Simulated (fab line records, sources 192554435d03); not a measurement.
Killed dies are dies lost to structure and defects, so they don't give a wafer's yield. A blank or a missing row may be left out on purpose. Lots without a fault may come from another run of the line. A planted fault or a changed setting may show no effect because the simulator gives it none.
Chamber matching | flow n5_finfet | N5_HKMG_FIN_CVD_62 on thermal_cvd_si-01: 3 sister chambers
The step deposits a-Si from Si2H6, target thk 3 nm, time 20.8 s. 3 wafers are shown with their chamber, then 12 later ones without.

WAFERS WITH THEIR CHAMBER
wafer  | chamber | heater_power_w (W)
L088.6 | 0       | 1286
L090.4 | 2       | 1396
L090.5 | 1       | 1573

WAFERS WITHOUT THEIR CHAMBER
wafer  | heater_power_w (W)
L092.2 | 1397
L092.3 | 1543
L092.5 | 1325
L094.1 | 1405
L094.3 | 1564
L094.4 | 1322
L096.3 | 1513
L096.4 | 1379
L096.5 | 1565
L097.2 | 1321
L097.3 | 1367
L097.4 | 1554

WHICH CHAMBER EACH WENT THROUGH
wafer  | from the rows above     | in truth
L092.2 | 2                       | 2
L092.3 | 1                       | 1
L092.5 | can't be placed: 0 or 2 | 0
L094.1 | 2                       | 2
L094.3 | 1                       | 1
L094.4 | can't be placed: 0 or 2 | 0
L096.3 | can't be placed: 1 or 2 | 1
L096.4 | 2                       | 2
L096.5 | 1                       | 1
L097.2 | can't be placed: 0 or 2 | 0
L097.3 | can't be placed: 2 or 0 | 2
L097.4 | 1                       | 1
Placed correctly: 7 of 12. Can't be placed from these rows: 5 (the true chamber is among the candidates in 5). Placed wrongly: 0.
How it was worked out, from the rows above alone: a wafer's distance from a chamber is the root of the sum, over the readings, of the square of ((its reading less the chamber's mean) divided by the reading's scatter). The wafer belongs to the nearest chamber; if the next one is less than 2 further off, it can't be placed. A chamber's mean is the mean of its shown wafers. The scatter: with one shown wafer a chamber, the root of the mean of the squares of how far each hidden wafer lies from its nearest shown one.
